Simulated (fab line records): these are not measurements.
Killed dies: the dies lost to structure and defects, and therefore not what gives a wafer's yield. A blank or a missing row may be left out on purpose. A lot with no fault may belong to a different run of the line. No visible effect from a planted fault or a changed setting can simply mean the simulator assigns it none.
Matching of chambers | flow n5-finfet | N5_BEOL_M5_CURE_80 on uv-cure-03: 3 sister chambers
The step cures SiCOH lowk, time 120 s. 24 wafers are shown with their chamber, then 12 later ones without.

== WAFERS PAIRED WITH THEIR CHAMBERS ==
wafer  | chamber | wafer_temp_C_max | lamp-power-pct (%)
L075.1 | 1       | 373.2            | 52.22
L075.4 | 1       | 372.8            | 52.29
L075.5 | 1       | 373.1            | 52.30
L077.1 | 1       | 372.4            | 52.43
L077.2 | 1       | 373.1            | 52.29
L077.4 | 1       | 373.2            | 52.32
L079.1 | 2       | 372.8            | 52.33
L079.3 | 2       | 372.6            | 52.33
L079.5 | 2       | 373.7            | 52.36
L085.2 | 2       | 373.1            | 52.31
L085.5 | 2       | 373.2            | 52.29
L085.6 | 2       | 374.5            | 52.41
L086.1 | 0       | 371.1            | 52.36
L086.2 | 0       | 371.3            | 52.39
L086.5 | 0       | 371.3            | 52.25
L087.1 | 2       | 372.6            | 52.27
L087.3 | 2       | 372.3            | 52.29
L087.5 | 2       | 373.0            | 52.32
L087.2 | 2       | 372.4            | 52.27
L087.4 | 2       | 372.8            | 52.31
L087.6 | 2       | 373.0            | 52.26
L090.1 | 2       | 372.5            | 52.35
L090.2 | 2       | 372.7            | 52.33
L090.6 | 2       | 373.1            | 52.30

SIGNATURES, as means of the wafers listed above
reading          | chamber 0 | chamber 1 | chamber 2 | scatter within a chamber
wafer_temp_C_max | 371.233   | 372.967   | 372.953   | 0.482
lamp-power-pct   | 52.3333   | 52.3083   | 52.3153   | 0.0516
Rule: a wafer lies at a distance from a chamber equal to the root of the sum of squares, over the readings, of (its reading less the chamber's mean, divided by the reading's scatter). If the next closest chamber is less than 2 further off than the closest, the wafer can't be placed; otherwise it belongs to the closest. The scatter: the root of (the sum of the squares of (reading less its chamber's mean) over the shown wafers, divided by (wafers less chambers)).

== WAFERS WITHOUT THEIR CHAMBER ==
wafer  | wafer_temp_C_max | lamp-power-pct (%)
L093.1 | 371.3            | 52.29
L093.3 | 371.2            | 52.34
L093.4 | 371.4            | 52.36
L093.2 | 371.4            | 52.36
L093.5 | 371.2            | 52.28
L093.6 | 371.1            | 52.38
L096.1 | 374.3            | 52.31
L096.4 | 372.9            | 52.28
L096.5 | 373.7            | 52.27
L097.1 | 373.2            | 52.23
L097.4 | 373.2            | 52.39
L097.6 | 373.7            | 52.33

== WHICH CHAMBER EACH ONE RAN IN ==
wafer  | from the rows above     | in truth
L093.1 | 0                       | 0
L093.3 | 0                       | 0
L093.4 | 0                       | 0
L093.2 | 0                       | 0
L093.5 | 0                       | 0
L093.6 | 0                       | 0
L096.1 | can't be placed: 1 or 2 | 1
L096.4 | can't be placed: 1 or 2 | 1
L096.5 | can't be placed: 1 or 2 | 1
L097.1 | can't be placed: 1 or 2 | 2
L097.4 | can't be placed: 2 or 1 | 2
L097.6 | can't be placed: 2 or 1 | 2
6 of 12 placed correctly. Cannot be placed on the basis of these rows: 6; the candidates contain the true chamber in 6. 0 placed wrongly.
